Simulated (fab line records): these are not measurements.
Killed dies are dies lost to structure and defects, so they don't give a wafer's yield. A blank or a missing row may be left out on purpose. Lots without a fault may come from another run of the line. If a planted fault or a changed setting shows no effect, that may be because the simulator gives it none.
2 desks looking at one fault ; flow nand harc ; every desk sees just its own numbers, and what lay behind them comes last

DESK OF THE TOOL OWNER: arfi scanner-01
The tool's own readings at NHARC_P_M1_EXPOSE_06 (exposes mask P M1, target cd 130 nm): means of the sampled wafers that have a number, for each lot that ran on this tool. Any lot whose mean is over 4 standard deviations away from the usual mean is out of limits and marked OUT; that distance is given in the brackets.
Columns: A = exposure dose mJ cm2 at NHARC_P_M1_EXPOSE_06, usual 81.77
lot;first seen here;A
L320;day 6 05:14;81.90
L323;day 7 07:48;81.79
L326;day 8 14:42;81.75
L328;day 9 09:10;81.77
L327;day 9 09:43;81.78
L332;day 11 02:28;78.24 (-46) OUT
L337;day 13 13:04;78.99 (-37) OUT
Finding of this desk: L332, L337 out of limits; the first was L332 at day 11 02:28, on exposure dose mJ cm2 at NHARC_P_M1_EXPOSE_06. In limits: L320, L323, L326, L328, L327.

FROM THE METROLOGY DESK
What the gauges read, lot by lot, whatever tool the lot ran on: means of the sampled wafers that have a number. Any lot whose mean is over 4 standard deviations away from the usual mean is out of limits and marked OUT; that distance is given in the brackets.
Columns: A = cd nm at NHARC_P_M1_CD_MEAS_09, usual 130.0 nm
lot;first seen here;A
L320;day 6 05:22;129.9
L321;day 6 22:08;129.7
L323;day 7 07:56;129.8
L326;day 8 14:50;130.3
L328;day 9 09:19;130.2
L327;day 9 09:52;130.2
L332;day 11 02:36;128.0 (-4.6) OUT
L337;day 13 13:12;128.5
L339;day 13 23:02;129.8
L340;day 14 13:34;129.5
L342;day 15 16:40;130.0
Finding of this desk: L332 out of limits; the first was L332 at day 11 02:36, on cd nm at NHARC_P_M1_CD_MEAS_09. In limits: L320, L321, L323, L326, L328, L327, L337, L339, L340, L342.

PUT TOGETHER
The tool owner's desk could have raised an alarm at day 11 02:28, on L332, L337.
On L332, the metrology desk was in a position to raise an alarm at day 11 02:36.
The metrology desk holds a record of L337, inside its limits.
All the named lots went through NHARC_P_M1_EXPOSE_06 on arfi scanner-01.

WHAT WAS PUT IN BY THE SIMULATOR
Process parameter drift: arfi scanner-01, from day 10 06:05 on, at NHARC_P_M1_EXPOSE_06. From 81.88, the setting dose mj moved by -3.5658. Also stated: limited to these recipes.
Struck lots among those shown: L332, L337.
Fault start to first reading out of limits, in hours, per desk: tool owner, 20; metrology, 21.
